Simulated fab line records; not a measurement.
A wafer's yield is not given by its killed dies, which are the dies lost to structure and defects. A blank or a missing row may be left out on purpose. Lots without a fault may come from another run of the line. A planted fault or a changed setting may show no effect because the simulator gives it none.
Which tool was responsible?    flow nand harc    12 lots (36 wafers sampled), 1 step of a 1302-step route

== WHAT EACH GAUGE READ, for each wafer ==
NHARC_P_STI_INSPECT_11.
lot   measured      on                 raw defect count
L075  day 3 04:56   defect inspect-01  4 4 4
L077  day 4 00:50   defect inspect-01  1 5 9
L079  day 5 00:34   defect inspect-01  4 10 3
L081  day 5 17:37   defect inspect-01  10 11 4
L083  day 6 17:25   defect inspect-02  11 7 1
L085  day 7 10:10   defect inspect-02  7 6 6
L087  day 8 05:50   defect inspect-02  4 0 5
L089  day 9 03:07   defect inspect-01  5 5 7
L091  day 9 20:36   defect inspect-01  2 2 9
L093  day 10 17:07  defect inspect-02  5 2 3
L095  day 11 13:51  defect inspect-01  9 9 5
L097  day 12 11:00  defect inspect-01  6 4 5

== EACH LOT AND THE TOOL THAT RAN IT (in order: tool; ch and the chambers of the sampled wafers; start) ==
Record: no process step prior to these readings.

== THE ANSWER, worked out from the rows above alone ==
Rule: the lots themselves supply what counts as usual. Put in order of their means at a reading, lots are off if they are a third of the lots or fewer, leave a main group of 4 or more, and stand apart from it by a gap of 3 or more times the standard deviation of the main group's means; of several such gaps the widest counts. If all means in a main group match to the digits the tables above print for the reading, that group is not used. Also off: a lot with no number at a reading for which 4 or more lots have one. All remaining lots with rows at the step are treated as sound.
Nothing can be told from this: no lot is off at any reading shown.

== WHAT HAD BEEN PUT IN BY THE SIMULATOR ==
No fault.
